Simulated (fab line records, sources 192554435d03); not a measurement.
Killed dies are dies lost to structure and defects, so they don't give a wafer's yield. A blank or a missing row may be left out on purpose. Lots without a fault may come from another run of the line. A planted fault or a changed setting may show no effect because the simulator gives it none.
Which tool did it? | flow n5_finfet | 10 lots, 30 wafers sampled, at 5 steps of a route of 1938

WHAT THE GAUGES READ, wafer by wafer
The record holds no reading of a measuring or inspecting step that can be judged against a usual standard deviation.

WHICH TOOL RAN EACH LOT (tool, then ch and the chambers of the sampled wafers, then the start)
lot  | N5_BEOL_M5_HM_DEP_02         | N5_BEOL_M5_ETCH_72                 | N5_BEOL_M5_STRIP_64                | N5_BEOL_M5_HM_OPEN_17             | N5_PASSIVATION_PROBE_49
L715 | pvd_sputter-01, day 9 03:34  | rie_diel-05 ch 0,1, day 9 04:10    | rie_diel-05 ch 0,1, day 9 04:20    | rie_metal-02 ch 0, day 9 04:22    | -
L714 | pvd_sputter-03, day 9 23:25  | rie_diel-05 ch 0,1,3, day 10 00:05 | rie_diel-05 ch 0,1,3, day 10 00:16 | rie_metal-03 ch 0, day 10 00:20   | -
L713 | pvd_sputter-03, day 9 23:31  | rie_diel-01 ch 1,2,3, day 10 00:08 | rie_diel-01 ch 1,2,3, day 10 00:19 | rie_metal-01 ch 1, day 10 00:23   | prober-02, day 14 17:39
L719 | pvd_sputter-01, day 10 07:54 | rie_diel-05 ch 1,2, day 10 08:38   | rie_diel-05 ch 1,2, day 10 08:49   | rie_metal-02 ch 1, day 10 08:51   | prober-01, day 14 21:18
L721 | pvd_sputter-01, day 10 15:15 | rie_diel-05 ch 1,2,3, day 10 15:55 | rie_diel-05 ch 1,2,3, day 10 16:05 | rie_metal-03 ch 0,1, day 10 16:08 | prober-01, day 14 20:30
L723 | pvd_sputter-01, day 11 05:58 | rie_diel-01 ch 0,3, day 11 06:39   | rie_diel-01 ch 0,3, day 11 06:55   | rie_metal-03 ch 0,1, day 11 06:58 | prober-01, day 15 20:48
L722 | pvd_sputter-03, day 11 12:05 | rie_diel-06 ch 1,2, day 11 12:40   | rie_diel-06 ch 1,2, day 11 12:50   | rie_metal-01 ch 0,1, day 11 12:55 | prober-01, day 16 00:50
L724 | pvd_sputter-02, day 12 13:00 | rie_diel-01 ch 0,2,3, day 12 13:32 | rie_diel-01 ch 0,2,3, day 12 13:43 | rie_metal-02 ch 0,1, day 12 13:46 | prober-02, day 16 17:06
L731 | pvd_sputter-02, day 15 17:24 | rie_diel-05 ch 0,2,3, day 15 18:16 | rie_diel-05 ch 0,2,3, day 15 18:26 | rie_metal-02 ch 0,1, day 15 18:28 | -
L732 | pvd_sputter-01, day 15 17:52 | rie_diel-05 ch 0,3, day 15 18:29   | rie_diel-05 ch 0,3, day 15 18:40   | rie_metal-01 ch 0,1, day 15 18:44 | prober-02, day 20 04:48
- N5_BEOL_M5_HM_DEP_02: deposits TiN, target thk 20 nm.
- N5_BEOL_M5_ETCH_72: etches underlayer in N2/H2, target depth 6.5 nm, time 5.2 s.
- N5_BEOL_M5_STRIP_64: strips in CF4.
- N5_BEOL_M5_HM_OPEN_17: chemistry Cl2/BCl3, target TiN, target depth 20 nm, overetch 6 nm.
- N5_PASSIVATION_PROBE_49

WHAT THE TOOLS THEMSELVES READ (means of the sampled wafers that have a number; where no wafer has one, the mark that the record gives instead)
N5_BEOL_M5_HM_DEP_02. Usual: throttle_valve_pct 29.7 %, standard deviation 0.73.
lot  | tool           | throttle_valve_pct (%) | flag
L715 | pvd_sputter-01 | 29.5                   |
L714 | pvd_sputter-03 | 30.4                   |
L713 | pvd_sputter-03 | 29.9                   |
L719 | pvd_sputter-01 | 29.7                   |
L721 | pvd_sputter-01 | 29.8                   |
L723 | pvd_sputter-01 | 29.4                   |
L722 | pvd_sputter-03 | 29.9                   |
L724 | pvd_sputter-02 | 29.4                   |
L731 | pvd_sputter-02 | 29.0                   |
L732 | pvd_sputter-01 | 29.6                   |

N5_BEOL_M5_ETCH_72. Usual: drypump_motor_current_A 5.5 A, standard deviation 0.33; etch_rf_on_time_s 5.23 s, standard deviation 0.23; oes_product_au 0.67 a.u., standard deviation 0.078; rf_fwd_power_W 819.2 W, standard deviation 2.4; rf_vpp_V 523.8 V, standard deviation 2.9; showerhead_plenum_p_Torr 2.54 Torr, standard deviation 0.1; throttle_valve_pct 17.9 %, standard deviation 0.37.
lot  | tool        | drypump_motor_current_A (A) | etch_rf_on_time_s (s) | oes_product_au (a.u.) | rf_fwd_power_W (W) | rf_vpp_V (V) | showerhead_plenum_p_Torr (Torr) | throttle_valve_pct (%) | flag
L715 | rie_diel-05 | 5.5                         | 5.04                  | 0.77                  | 820.3              | 526.5        | 2.65                            | 17.7                   |
L714 | rie_diel-05 | 5.3                         | 5.26                  | 0.67                  | 819.9              | 523.8        | 2.55                            | 18.0                   |
L713 | rie_diel-01 | 5.6                         | 5.38                  | 0.64                  | 818.5              | 526.7        | 2.63                            | 18.1                   |
L719 | rie_diel-05 | 5.6                         | 5.33                  | 0.61                  | 822.6              | 523.0        | 2.51                            | 17.8                   |
L721 | rie_diel-05 | 5.4                         | 5.28                  | 0.61                  | 818.7              | 522.1        | 2.48                            | 18.1                   |
L723 | rie_diel-01 | 5.3                         | 5.41                  | 0.76                  | 819.7              | 526.4        | 2.63                            | 17.5                   |
L722 | rie_diel-06 | 5.9                         | 5.27                  | 0.65                  | 816.9              | 520.1        | 2.44                            | 18.1                   |
L724 | rie_diel-01 | 5.5                         | 5.27                  | 0.70                  | 819.3              | 525.2        | 2.61                            | 17.9                   |
L731 | rie_diel-05 | 5.3                         | 5.53                  | 0.69                  | 750.6              | 539.9        | 2.53                            | 17.9                   | OFF
L732 | rie_diel-05 | 5.2                         | 5.50                  | 0.69                  | 752.9              | 541.0        | 2.60                            | 18.0                   | OFF

N5_BEOL_M5_STRIP_64. Usual: drypump_motor_current_A 5.5 A, standard deviation 0.33; oes_product_au 0.78 a.u., standard deviation 0.083; power_w 300.0 W, standard deviation 0.97; rf_fwd_power_W 292.5 W, standard deviation 0.79; rf_vpp_V 271.0 V, standard deviation 1.8; showerhead_plenum_p_Torr 1.80 Torr, standard deviation 0.071; throttle_valve_pct 13.66 %, standard deviation 0.29.
lot  | tool        | drypump_motor_current_A (A) | oes_product_au (a.u.) | power_w (W) | rf_fwd_power_W (W) | rf_vpp_V (V) | showerhead_plenum_p_Torr (Torr) | throttle_valve_pct (%) | flag
L715 | rie_diel-05 | 5.4                         | 0.87                  | 300.3       | 292.8              | 273.0        | 1.88                            | 13.54                  |
L714 | rie_diel-05 | 5.3                         | 0.79                  | 299.6       | 292.4              | 272.3        | 1.81                            | 13.75                  |
L713 | rie_diel-01 | 5.6                         | 0.77                  | 300.2       | 292.6              | 271.7        | 1.85                            | 13.78                  |
L719 | rie_diel-05 | 5.6                         | 0.71                  | 300.6       | 292.0              | 270.6        | 1.79                            | 13.79                  |
L721 | rie_diel-05 | 5.4                         | 0.71                  | 300.2       | 292.8              | 270.2        | 1.76                            | 13.90                  |
L723 | rie_diel-01 | 5.3                         | 0.90                  | 298.9       | 292.5              | 273.4        | 1.85                            | 13.21                  |
L722 | rie_diel-06 | 5.9                         | 0.76                  | 299.6       | 293.2              | 268.9        | 1.73                            | 13.75                  |
L724 | rie_diel-01 | 5.5                         | 0.83                  | 300.6       | 292.1              | 272.3        | 1.85                            | 13.49                  |
L731 | rie_diel-05 | 5.3                         | 0.82                  | 299.6       | 292.1              | 271.2        | 1.80                            | 13.70                  |
L732 | rie_diel-05 | 5.2                         | 0.80                  | 299.9       | 291.6              | 271.9        | 1.85                            | 13.75                  |

N5_BEOL_M5_HM_OPEN_17. Usual: drypump_motor_current_A 6.0 A, standard deviation 0.58; oes_product_au 0.66 a.u., standard deviation 0.086; rf_fwd_power_W 991 W, standard deviation 3.2; throttle_valve_pct 22.24 %, standard deviation 0.19.
lot  | tool         | drypump_motor_current_A (A) | oes_product_au (a.u.) | rf_fwd_power_W (W) | throttle_valve_pct (%) | flag
L715 | rie_metal-02 | 6.4                         | 0.59                  | 993                | 22.40                  |
L714 | rie_metal-03 | 5.6                         | 0.78                  | 989                | 21.84                  |
L713 | rie_metal-01 | 5.6                         | 0.60                  | 990                | 22.21                  |
L719 | rie_metal-02 | 6.7                         | 0.66                  | 992                | 22.35                  |
L721 | rie_metal-03 | 5.4                         | 0.82                  | 996                | 21.80                  |
L723 | rie_metal-03 | 5.6                         | 0.77                  | 995                | 21.85                  |
L722 | rie_metal-01 | 5.3                         | 0.74                  | 989                | 22.27                  |
L724 | rie_metal-02 | 6.6                         | 0.64                  | 997                | 22.36                  |
L731 | rie_metal-02 | 6.6                         | 0.62                  | 992                | 22.39                  |
L732 | rie_metal-01 | 5.5                         | 0.64                  | 990                | 22.27                  |

N5_PASSIVATION_PROBE_49. Usual: defect_limited_yield 91.2 %, standard deviation 1.5; killed_at_M0_to_M3 35, standard deviation 12; killed_at_M4_up 14, standard deviation 5.1; killed_at_contacts 13, standard deviation 6; killed_at_front_end 38, standard deviation 12; killed_at_other 4, standard deviation 3.5; killed_dies 104, standard deviation 18; killed_open 68, standard deviation 13; killed_short 33, standard deviation 8.1; sort_bin_5_function 5.2 %, standard deviation 1; sort_bin_6_memory 3.2 %, standard deviation 0.69; sort_bin_8_speed 0.01 %, standard deviation 0.051; sort_n_pass 1076, standard deviation 18; sort_yield_pct 91.2 %, standard deviation 1.5.
lot  | tool      | defect_limited_yield (%) | killed_at_M0_to_M3 | killed_at_M4_up | killed_at_contacts | killed_at_front_end | killed_at_other | killed_dies | killed_open | killed_short | sort_bin_5_function (%) | sort_bin_6_memory (%) | sort_bin_8_speed (%) | sort_n_pass | sort_yield_pct (%) | flag
L713 | prober-02 | 90.2                     | 37                 | 12              | 18                 | 48                  | 1               | 116         | 81          | 32           | 6.1                     | 3.4                   | 0.00                 | 1064        | 90.2               |
L719 | prober-01 | 90.6                     | 35                 | 20              | 17                 | 38                  | 1               | 112         | 79          | 29           | 5.7                     | 3.2                   | 0.00                 | 1068        | 90.6               |
L721 | prober-01 | 91.2                     | 42                 | 10              | 17                 | 30                  | 5               | 103         | 65          | 33           | 5.4                     | 2.9                   | 0.00                 | 1077        | 91.2               |
L723 | prober-01 | 91.4                     | 57                 | 11              | 15                 | 16                  | 2               | 101         | 74          | 26           | 5.2                     | 3.1                   | 0.00                 | 1079        | 91.4               |
L722 | prober-01 | 94.3                     | 21                 | 12              | 9                  | 21                  | 4               | 67          | 48          | 18           | 3.0                     | 2.4                   | 0.00                 | 1113        | 94.3               |
L724 | prober-02 | 90.9                     | 11                 | 20              | 25                 | 46                  | 5               | 107         | 66          | 41           | 5.1                     | 3.7                   | 0.00                 | 1073        | 90.9               |
L732 | prober-02 | 91.9                     | 34                 | 12              | 11                 | 36                  | 2               | 95          | 58          | 33           | 4.4                     | 3.3                   | 0.00                 | 1085        | 91.9               |

THE ANSWER, worked out from the rows above alone
Rule: a lot is off if the mean of its wafers that have a number lies more than 3 standard deviations from the usual mean. A lot without any number at a reading at which 4 lots or more have one is off too. The other lots that the step has rows for count as sound. The gauges are gone through in route order, then the tools' own readings, and for those a lot's mean is taken as printed above. The first step at which some lot is off is used, and at that step the reading that is off furthest; a lot without a number counts as furthest.
Off: L731, L732, at N5_BEOL_M5_ETCH_72 (rf_fwd_power_W).
A tool fits if, at that step or a process step before it, it ran every lot that is off, and no sound lot after the first of them. One fits: rie_diel-05 at N5_BEOL_M5_ETCH_72. Its last sound lot is L721 (day 10 15:55), its first lot that is off L731 (day 15 18:16): a fault that began between those two fits.
The tool's own readings at N5_BEOL_M5_ETCH_72 bear it out: on the lots that are off they differ by more than 5 times the standard deviation of the sound lots' means. rf_fwd_power_W reads 751.8 W there against 819.5 W on the sound lots; rf_vpp_V reads 540.5 V there against 524.2 V on the sound lots.

WHAT THE SIMULATOR HAD PUT IN
Process parameter drift: rie_diel-05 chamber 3, from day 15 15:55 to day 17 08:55, at N5_BEOL_M5_ETCH_72. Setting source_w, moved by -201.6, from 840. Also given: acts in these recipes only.
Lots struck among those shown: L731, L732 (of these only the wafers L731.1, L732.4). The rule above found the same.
